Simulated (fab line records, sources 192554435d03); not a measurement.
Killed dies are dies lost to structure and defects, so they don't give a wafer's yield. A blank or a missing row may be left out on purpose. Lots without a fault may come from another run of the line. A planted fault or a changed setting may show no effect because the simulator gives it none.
A struck lot beside a sound one | flow n5_finfet | 39 steps out of a route of 1938
Sound: wafers L296.2, L296.4, L296.5. Struck: wafers L308.2, L308.3, L308.4. The cause comes at the end.
At each step with rows: each side's tool, then ch and its chambers, then its first start. Under that, the readings that differ: sound wafers | struck wafers | difference of the means | sigmas: that difference in standard deviations of wafers without a fault.
alike: readings whose means differ by less than 2 such deviations, and words and numbers that are the same on both sides. not compared: withheld readings, readings that some wafer has no value for, bounds like >300 that may hide the same value, and numbers for which the record gives no deviation and whose values overlap.
The two part at a step that has a row with sigmas, a row that says differs or no value, or rows on one side only. Numbers that don't overlap but have no deviation are shown without sigmas and don't part them. A reading that every wafer of one side lacks parts them only if that side has two wafers or more.

first, 11 steps without rows for these wafers: N5_BEOL_M3_STRIP_65 (strips in N2/H2); N5_BEOL_M3_STRIP_75 (strips in N2/H2); N5_BEOL_M3_STRIP_66 (strips in CF4); N5_BEOL_M3_HM_OPEN_17 (chemistry Cl2/BCl3, target TiN, target depth 20 nm, overetch 6 nm); N5_BEOL_M3_STRIP_19 (strips in O2); N5_BEOL_M3_COAT_67 (time 60 s, resist thk 60 nm); N5_BEOL_M3_COAT_68 (time 60 s, resist thk 12 nm); N5_BEOL_M3_COAT_76 (time 60 s, resist thk 5 nm); N5_BEOL_M3_COAT_22 (resist thk 30 nm); N5_BEOL_M3_EBR_24; N5_BEOL_M3_SOFTBAKE_23 (time 60 s).
N5_BEOL_M3_EXPOSE_25: exposes mask V2, defocus 5 nm.
  sound on euv_scanner-01 ch 0, day 7 12:09; struck on euv_scanner-01 ch 0, day 10 11:58
  reading              | sound          | struck         | difference | sigmas
  exposure_dose_mJ_cm2 | 63.9 63.8 63.8 | 68.4 68.5 68.3 | +4.6       | +10
  alike: mask
then, 2 steps without rows for these wafers: N5_BEOL_M3_PEB_26 (peb time 60 s); N5_BEOL_M3_DEVELOP_27 (develop time 30 s).
N5_BEOL_M3_CD_MEAS_28: target cd 25.7 nm, target cd y 23.3 nm.
  sound on cd_sem-02 ch 0, day 7 12:17; struck on cd_sem-02 ch 0, day 10 12:05
  reading    | sound             | struck            | difference | sigmas
  cd_nm (nm) | 25.91 26.21 25.94 | 23.76 22.64 17.38 | -4.76      | -20
then, 22 steps without rows for these wafers: N5_BEOL_M3_DESCUM_33 (chemistry O2, time 7 s); N5_BEOL_M3_ETCH_77 (etches underlayer in N2/H2, target depth 6.5 nm, time 5.2 s); N5_BEOL_M3_ETCH_69 (etches SiARC in CF4, target depth 15.6 nm, time 26 s); N5_BEOL_M3_ALD_98 (deposits SiO2, target thk 2.5 nm, pulse time 1 s, co reactant pulse time 1 s); N5_BEOL_M3_ETCHBACK_99 (etches SiO2 in CHF3, target depth 5 nm, time 10.4 s); N5_BEOL_M3_ETCH_70 (etches SOC in N2/H2, target depth 80 nm, overetch 16 nm, time 120 s); N5_BEOL_M3_STRIP_71 (strips in N2/H2); N5_BEOL_M3_STRIP_78 (strips in N2/H2); N5_BEOL_M3_VIA_ETCH_34 (etches the open film in C4F6/O2, target depth 69.4 nm, time 65.9 s); N5_BEOL_M3_STRIP_83 (strips in C4F6/O2); N5_BEOL_M3_STRIP_36 (strips in N2/H2); N5_BEOL_M3_TRENCH_ETCH_37 (etches SiOC in C4F6/O2, target depth 55.555 nm, time 29.2 s); N5_BEOL_M3_ETCH_41 (etches SiCN in CH3F/O2, target depth 29.9 nm, time 52.5 s); N5_BEOL_M3_STRIP_97 (strips in N2/H2, time 10 s); N5_BEOL_M3_HM_STRIP_39 (strips TiN in peroxide tin strip, target depth 25 nm, time 158 s); N5_BEOL_M3_SRD_40 (time 30 s); N5_BEOL_M3_PRECLEAN_42 (cleans in residue remover, time 60 s); N5_BEOL_M3_SRD_43 (time 30 s); N5_BEOL_M3_DEGAS_44 (time 60 s); N5_BEOL_M3_PRE_CLEAN_45 (time 30 s); N5_BEOL_M3_ALD_84 (deposits TaN, pulse time 2 s, purge time 3 s, co reactant purge time 2 s); N5_BEOL_M3_SURFACE_TREAT_85.
N5_BEOL_M4_RC_MEAS_101:
  sound on prober-01 ch 0, day 8 03:08; struck on prober-02 ch 0, day 11 07:17
  reading                      | sound          | struck    | difference | sigmas
  CHAIN_V2 (ohm/link)          | 222 224 233    | 288 301   | +68        | +9
  CHAIN_V2_max_site (ohm/link) | 228 231 242    | 300 316   | +74        | +9
  SS_N (mV/dec)                | 70.7 70.4 70.5 | 72.2 72.0 | +1.6       | +2
  alike: DIBL_N, DIBL_P, IOFF_N, IOFF_P, ION_N, ION_P, SS_P, VT_N, VT_P
-- the record jumps here: 4 days lie between the struck wafers' starts before and after (it left off in module BEOL_M4 and takes up again in module PASSIVATION, whose first step shown is number 1936 of the route) --
N5_PASSIVATION_PROBE_49:
  sound on prober-01, day 12 00:52; struck on prober-02, day 15 12:15
  reading                  | sound          | struck       | difference | sigmas
  defect_limited_yield (%) | 91.2 91.4 90.3 | 93.2 87.3 0  | -30.8      | -21
  killed_at_M0_to_M3       | 49 44 43       | 25 81 1116   | +362       | +33
  killed_dies              | 104 102 115    | 80 150 1180  | +363       | +20
  killed_on_rim            | 11 5 14        | 10 35 152    | +56        | +15
  sort_bin_5_function (%)  | 5.2 5.1 6.0    | 4.7 8.9 96.6 | +31.3      | +31
  sort_n_pass              | 1076 1078 1065 | 1100 1030 0  | -363       | -19
  sort_yield_pct (%)       | 91.2 91.4 90.3 | 93.2 87.3 0  | -30.8      | -19
  alike: killed_at_M4_up, killed_at_contacts, killed_at_front_end, killed_at_other, killed_open, killed_short, sort_bin_6_memory

WHERE THEY PART
First at N5_BEOL_M3_EXPOSE_25; last, within this record, at N5_PASSIVATION_PROBE_49.

WHY: what the simulator had put in
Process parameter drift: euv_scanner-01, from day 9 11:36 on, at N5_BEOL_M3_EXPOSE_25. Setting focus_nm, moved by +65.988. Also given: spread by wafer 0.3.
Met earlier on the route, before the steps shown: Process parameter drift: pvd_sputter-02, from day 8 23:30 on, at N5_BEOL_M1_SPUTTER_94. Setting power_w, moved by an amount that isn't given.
